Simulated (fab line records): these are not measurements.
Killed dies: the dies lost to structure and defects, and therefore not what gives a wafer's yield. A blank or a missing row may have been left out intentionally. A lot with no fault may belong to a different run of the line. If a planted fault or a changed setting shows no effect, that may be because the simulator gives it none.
Matching of chambers | flow nandHarc | rieDiel-09 running NHARC_A_STAIRCASE_TRIM_187: 4 sister chambers
The step chemistry O2, time 211.2 s. 8 wafers are shown with their chamber, then 8 later ones without.

== EACH WAFER AND ITS CHAMBER ==
wafer  | chamber | showerheadPlenumPTorr (Torr) | oesProductAu (a.u.)
L082.1 | 1       | 3.32                         | 1.001
L082.4 | 0       | 3.61                         | 0.986
L082.6 | 2       | 3.63                         | 0.996
L083.5 | 1       | 3.32                         | 0.996
L083.6 | 2       | 3.63                         | 1.002
L088.4 | 0       | 3.60                         | 0.982
L088.5 | 3       | 3.69                         | 1.001
L091.1 | 3       | 3.69                         | 1.004

== WAFERS WITH NO CHAMBER GIVEN ==
wafer  | showerheadPlenumPTorr (Torr) | oesProductAu (a.u.)
L091.2 | 3.62                         | 0.995
L091.5 | 3.60                         | 0.991
L093.2 | 3.62                         | 1.004
L093.4 | 3.68                         | 0.999
L093.5 | 3.59                         | 0.995
L097.1 | 3.61                         | 1.004
L097.2 | 3.68                         | 1.010
L097.5 | 3.59                         | 1.000

== WHICH CHAMBER EACH WENT THROUGH ==
wafer  | from the rows above     | in truth
L091.2 | 2                       | 2
L091.5 | 0                       | 0
L093.2 | 2                       | 2
L093.4 | 3                       | 3
L093.5 | 0                       | 0
L097.1 | can't be placed: 2 or 0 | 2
L097.2 | 3                       | 3
L097.5 | 0                       | 0
Correct placement for 7 of the 8. These rows do not allow placing 1 (true chamber among the candidates in 1). Number placed wrongly: 0.
How it was worked out, from the rows above alone: a wafer's distance from a chamber is the root of the sum, over the readings, of the square of ((its reading less the chamber's mean) divided by the reading's scatter). If the next closest chamber is less than 2 further off than the closest, the wafer can't be placed; otherwise it belongs to the closest. Each chamber's mean is taken over the wafers shown for it. The scatter: take each reading less its chamber's mean, square it, sum over the shown wafers, divide by the number of wafers less the number of chambers, and take the root.
